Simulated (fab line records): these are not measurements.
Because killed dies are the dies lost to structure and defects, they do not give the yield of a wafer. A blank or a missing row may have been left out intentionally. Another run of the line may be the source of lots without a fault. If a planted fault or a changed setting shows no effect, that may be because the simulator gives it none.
Chamber matching + flow n5-finfet + N5_BEOL_M1_ALD_98 on ald-sin-01: 4 sister chambers
The step deposits SiO2, target thk 2.5 nm, pulse time 1 s, co reactant pulse time 1 s. 20 wafers are shown with their chamber, then 10 later ones without.

== WAFERS PAIRED WITH THEIR CHAMBERS ==
| wafer  | chamber | heater-power-w (W) | precursor-pulse-height-rel |
|--------|---------|--------------------|----------------------------|
| L078.2 | 3       | 79                 | 1.010                      |
| L078.4 | 2       | 76                 | 1.030                      |
| L078.5 | 0       | 72                 | 1.043                      |
| L079.3 | 0       | 73                 | 1.012                      |
| L079.4 | 2       | 76                 | 1.024                      |
| L079.6 | 3       | 79                 | 0.977                      |
| L080.1 | 0       | 72                 | 0.989                      |
| L080.2 | 3       | 82                 | 0.968                      |
| L080.6 | 3       | 82                 | 0.991                      |
| L081.2 | 2       | 75                 | 0.963                      |
| L081.4 | 3       | 80                 | 1.021                      |
| L081.5 | 0       | 73                 | 0.969                      |
| L083.2 | 0       | 75                 | 1.011                      |
| L083.4 | 3       | 77                 | 1.028                      |
| L083.5 | 2       | 76                 | 0.955                      |
| L087.2 | 1       | 74                 | 0.972                      |
| L087.4 | 2       | 75                 | 0.988                      |
| L087.6 | 0       | 75                 | 0.979                      |
| L091.2 | 1       | 75                 | 0.964                      |
| L091.4 | 3       | 79                 | 1.003                      |

SIGNATURES (averages over the wafers above)
| reading                    | chamber 0 | chamber 1 | chamber 2 | chamber 3 | scatter within a chamber |
|----------------------------|-----------|-----------|-----------|-----------|--------------------------|
| heater-power-w             | 73.33     | 74.50     | 75.60     | 79.71     | 1.38                     |
| precursor-pulse-height-rel | 1.00050   | 0.96800   | 0.99200   | 0.99971   | 0.0266                   |
Rule: a wafer lies at a distance from a chamber equal to the root of the sum of squares, over the readings, of (its reading less the chamber's mean, divided by the reading's scatter). If the next closest chamber is less than 2 further off than the closest, the wafer can't be placed; otherwise it belongs to the closest. The scatter is the square root of a quotient: the sum, over the shown wafers, of each reading's squared deviation from its chamber's mean, divided by wafers minus chambers.

== WAFERS WITHOUT THEIR CHAMBER ==
| wafer  | heater-power-w (W) | precursor-pulse-height-rel |
|--------|--------------------|----------------------------|
| L091.6 | 74                 | 0.976                      |
| L093.3 | 75                 | 0.988                      |
| L093.4 | 73                 | 0.998                      |
| L093.5 | 72                 | 1.001                      |
| L094.4 | 80                 | 0.995                      |
| L094.5 | 75                 | 0.988                      |
| L094.6 | 78                 | 0.998                      |
| L096.1 | 77                 | 1.027                      |
| L096.2 | 72                 | 1.002                      |
| L096.3 | 74                 | 1.043                      |

== WHICH CHAMBER EACH ONE RAN IN ==
| wafer  | from the rows above               | in truth |
|--------|-----------------------------------|----------|
| L091.6 | can't be placed: 1 or 0 or 2      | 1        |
| L093.3 | can't be placed: 2 or 1 or 0      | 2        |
| L093.4 | can't be placed: 0 or 1 or 2      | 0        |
| L093.5 | can't be placed: 0 or 1 or 2      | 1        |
| L094.4 | 3                                 | 3        |
| L094.5 | can't be placed: 2 or 1 or 0      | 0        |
| L094.6 | can't be placed: 3 or 2 or 1      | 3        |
| L096.1 | can't be placed: 2 or 3 or 0 or 1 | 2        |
| L096.2 | can't be placed: 0 or 1 or 2      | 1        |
| L096.3 | can't be placed: 0 or 2 or 1      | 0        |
1 of 10 placed correctly. These rows do not allow placing 9 (true chamber among the candidates in 9). Placed wrongly: 0.
